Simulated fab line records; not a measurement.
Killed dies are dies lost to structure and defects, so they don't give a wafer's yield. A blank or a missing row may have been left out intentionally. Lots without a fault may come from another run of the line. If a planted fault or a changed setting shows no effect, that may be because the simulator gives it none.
Lot-split experiment	flow n5_finfet	7 lots, 21 wafers read, on a route of 1938 steps

== ABOUT THE SPLIT ==
At N5_SD_EPI_P_EPI_21 (deposits SiGe:B, time 355 s), the setting time_s was moved away from the recipe's 355 s on 8 of the 21 wafers read, by -18.0% to +12.3%. This setting was run at the recipe's value on the other wafers.

== FROM THE SPLIT TO THE READING: what the file shows between them, 2 steps ==
- N5_SD_EPI_P_EPI_MEAS_23
- N5_SD_ACTIVATION_LSA_01: time 0.0008 s (also split here: temp_c)

== THE READING ==
At N5_SD_ACTIVATION_RS_MEAS_03, a four-point-probe measurement gives RS_SD_P in ohm/sq. Typical for fault-free wafers on this fab line: 56.0 ohm/sq, with standard deviation 0.81 ohm/sq.

wafer	tool, chamber at the split	time_s as run, s	against the recipe	RS_SD_P, ohm/sq	against lot-mates on the recipe
L078.1	epi_rpcvd-03, 0	355	recipe	56.4	-
L078.3	epi_rpcvd-03, 0	291.1	-18.0%	62.8	+7.1
L078.4	epi_rpcvd-03, 0	355	recipe	55.0	-
L081.1	epi_rpcvd-02, 0	355	recipe	56.0	-
L081.2	epi_rpcvd-02, 0	355	recipe	57.1	-
L081.6	epi_rpcvd-02, 0	355	recipe	56.6	-
L083.1	epi_rpcvd-02, 0	355	recipe	56.2	-
L083.2	epi_rpcvd-02, 0	355	recipe	56.1	-
L083.6	epi_rpcvd-02, 0	398.7	+12.3%	51.6	-4.6
L084.1	epi_rpcvd-01, 0	355	recipe	55.3	-
L084.5	epi_rpcvd-01, 0	355	recipe	55.8	-
L084.6	epi_rpcvd-01, 0	355	recipe	56.4	-
L086.2	epi_rpcvd-03, 0	390.9	+10.1%	52.0	-4.2
L086.4	epi_rpcvd-03, 0	355	recipe	56.2	-
L086.6	epi_rpcvd-03, 0	390.9	+10.1%	51.9	-4.3
L087.1	epi_rpcvd-02, 0	381.8	+7.5%	53.7	-2.7
L087.3	epi_rpcvd-02, 0	355	recipe	56.4	-
L087.5	epi_rpcvd-02, 0	381.8	+7.5%	53.8	-2.6
L091.1	epi_rpcvd-03, 0	375	+5.6%	54.2	-1.7
L091.2	epi_rpcvd-03, 0	355	recipe	55.9	-
L091.5	epi_rpcvd-03, 0	375	+5.6%	53.3	-2.6

THE FIT
A straight line over all 21 wafers: RS_SD_P changes by -0.375 ohm/sq for each +1% of time_s; r = -0.98; the points scatter about the line by 0.5 ohm/sq.
The same after taking each lot's own level away (the mean of its wafers on the recipe; 21 wafers): -0.39 ohm/sq for each +1%; r = -0.99; scatter 0.4 ohm/sq.
That fit puts the effect of the largest move of time_s on the reading at 7 ohm/sq.
Across the lots, their own levels run from 55.70 to 56.57 ohm/sq, a range of 1.1 times the standard deviation given above.
Hence the lot-to-lot level has little effect on the slope; both slopes agree.
Check: with one of the wafers moved furthest among these (-18.0%) left out of the fit, the line predicts +6.98 ohm/sq for it against its lot-mates. Against them it came out at +7.1 ohm/sq.

== THE OTHER SPLITS THESE WAFERS WENT THROUGH ==
Note: prior to the reading, these wafers also went through further splits. Each is held against what the fit with the lots' levels taken away leaves over:
other split on the same wafers	wafers away from the commonest value	r with RS_SD_P (lot level and that fit taken away)
N5_SD_ACTIVATION_LSA_01 temp_c	5	+0.23

== THE WHOLE CHAIN: every reading that the file lists as answering this split, in the file's order ==
step	what it does	reading	change (the file's fit)	r (the file's)
N5_SD_EPI_P_EPI_21	deposits SiGe:B, time 355 s	SiGe-B_of_SD_EPI_P_EPI_21.thk_nm (the simulator's own value, which no gauge read)	+0.41 nm for each +1% of the setting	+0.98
N5_SD_EPI_P_EPI_MEAS_23		thk_nm	withheld for each +1% of the setting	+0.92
N5_SD_ACTIVATION_RS_MEAS_03	measures by four-point-probe	RS_SD_P	-0.389 for each +1% of the setting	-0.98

== THE FILE'S OWN FIT ==
RS_SD_P changes by -0.389 ohm/sq for each +1% of time_s, r = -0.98.
